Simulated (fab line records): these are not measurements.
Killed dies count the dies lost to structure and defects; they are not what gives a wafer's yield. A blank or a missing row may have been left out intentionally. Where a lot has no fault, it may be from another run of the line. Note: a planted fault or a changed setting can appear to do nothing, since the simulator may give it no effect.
A single fault, viewed from 3 desks :: flow n5Finfet :: each desk has only its own numbers; what lay behind them comes last

THE DEFECT DESK
Lot by lot, what the route's inspections counted, given as the mean of those sampled wafers with a number. A lot is out of limits, marked OUT, if its mean lies more than 4 standard deviations from the usual mean; the brackets give that distance.
Columns: A = rawDefectCount at N5_DUMMY_REMOVAL_INSPECT_06, usual 11
lot: L251
first seen here: day 3 22:28
A: 19

lot: L254
first seen here: day 4 14:05
A: 10

lot: L256
first seen here: day 5 05:40
A: 17

lot: L260
first seen here: day 6 06:43
A: 9

lot: L262
first seen here: day 6 17:31
A: 8

lot: L264
first seen here: day 7 05:24
A: 10

lot: L268
first seen here: day 8 07:19
A: 7

lot: L270
first seen here: day 8 18:24
A: 4

lot: L273
first seen here: day 9 09:44
A: 8
This desk's verdict: no lot among the 9 shows anything out of limits.

FROM THE METROLOGY DESK
Means of the sampled wafers that have a number, per lot and without regard to the tool the lot ran on: this is what the gauges read. A lot is out of limits, marked OUT, if its mean lies more than 4 standard deviations from the usual mean; the brackets give that distance. Of its 11 readings 7 are shown: the one that was out of limits first, and those that lie furthest out on some lot.
Columns: A = cdNm at N5_HKMG_FIN_CD_MEAS_49, usual 202.1 nm; B = DIBL_N at N5_BEOL_M4_RC_MEAS_101, usual 36.8 mV/V; C = DIBL_P at N5_BEOL_M4_RC_MEAS_101, usual 37.1 mV/V; D = IOFF_P at N5_BEOL_M4_RC_MEAS_101, usual 0.22 nA/um; E = ION_N at N5_BEOL_M4_RC_MEAS_101, usual 679 uA/um; F = ION_P at N5_BEOL_M4_RC_MEAS_101, usual 466 uA/um; G = VT_P at N5_BEOL_M4_RC_MEAS_101, usual -250 mV
lot: L251
first seen here: day 3 23:47
A: 201.5
B: 37.3
C: 38.3
D: 0.22
E: 675
F: 461
G: -251

lot: L254
first seen here: day 4 15:24
A: 201.5
B: 37.5
C: 37.7
D: 0.27
E: 694
F: 482
G: -245

lot: L256
first seen here: day 5 07:10
A: 201.5
B: 37.2
C: 36.4
D: 0.22
E: 675
F: 462
G: -248

lot: L260
first seen here: day 6 07:58
A: 202.4
B: 37.1
C: 38.3
D: 0.20
E: 680
F: 457
G: -255

lot: L262
first seen here: day 6 18:51
A: 202.8
B: 34.5
C: 33.3
D: 0.17
E: 667
F: 458
G: -254

lot: L264
first seen here: day 7 06:55
A: 202.7
B: 35.4
C: 33.9
D: 0.21
E: 669
F: 465
G: -250

lot: L268
first seen here: day 8 08:39
A: 202.4
B: 35.8
C: 36.7
D: 0.22
E: 677
F: 470
G: -250

lot: L270
first seen here: day 8 19:47
A: 209.4 (+8.5) OUT
B: 35.3
C: 36.0
D: 0.19
E: 666
F: 458
G: -252

lot: L273
first seen here: day 9 11:02
A: 209.7 (+8.8) OUT
B: 34.9
C: 34.7
D: 0.22
E: 679
F: 472
G: -248
This desk's finding: out of limits on L270, L273; first on L270, day 8 19:47 (cdNm at N5_HKMG_FIN_CD_MEAS_49). L251, L254, L256, L260, L262, L264, L268 stayed within limits.

FOR THE TOOL OWNER'S DESK: arfiScanner-03
The tool's own readings at N5_HKMG_FIN_EXPOSE_46 (exposes mask NDIPOLE): means of the sampled wafers that have a number, for each lot that ran on this tool. A lot is out of limits, marked OUT, if its mean lies more than 4 standard deviations from the usual mean; the brackets give that distance.
Columns: A = exposureDoseMJCm2 at N5_HKMG_FIN_EXPOSE_46, usual 39.98; B = focusOffsetNm at N5_HKMG_FIN_EXPOSE_46, usual -0.1 nm
lot: L251
first seen here: day 3 23:39
A: 40.01
B: 0.2

lot: L254
first seen here: day 4 15:17
A: 39.95
B: 0.6

lot: L260
first seen here: day 6 07:51
A: 39.92
B: -0.0

lot: L264
first seen here: day 7 06:47
A: 39.99
B: -0.6

lot: L270
first seen here: day 8 19:40
A: 45.13 (+99 or more) OUT
B: -0.5

lot: L273
first seen here: day 9 10:55
A: 44.13 (+99 or more) OUT
B: 0.2
This desk's finding: out of limits on L270, L273; first on L270, day 8 19:40 (exposureDoseMJCm2 at N5_HKMG_FIN_EXPOSE_46). L251, L254, L260, L264 stayed within limits.

TAKEN TOGETHER
The tool owner's desk could have raised an alarm at day 8 19:40, on L270, L273.
An alarm was possible from the metrology desk at day 8 19:47, on L270, L273.
Nothing the defect desk looked at was out of limits.
The defect desk has L270, L273 on record, within its limits.
The lots listed all ran N5_HKMG_FIN_EXPOSE_46 on arfiScanner-03.

WHAT THE SIMULATOR HAD INSERTED
Process parameter drift: arfiScanner-03, from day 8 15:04 on, at N5_HKMG_FIN_EXPOSE_46. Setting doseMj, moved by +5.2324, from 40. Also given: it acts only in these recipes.
Struck lots among those shown: L270, L273.
Counting hours from when the fault started, the first reading out of limits came at 5 for the tool owner's desk and at 5 for the metrology desk.
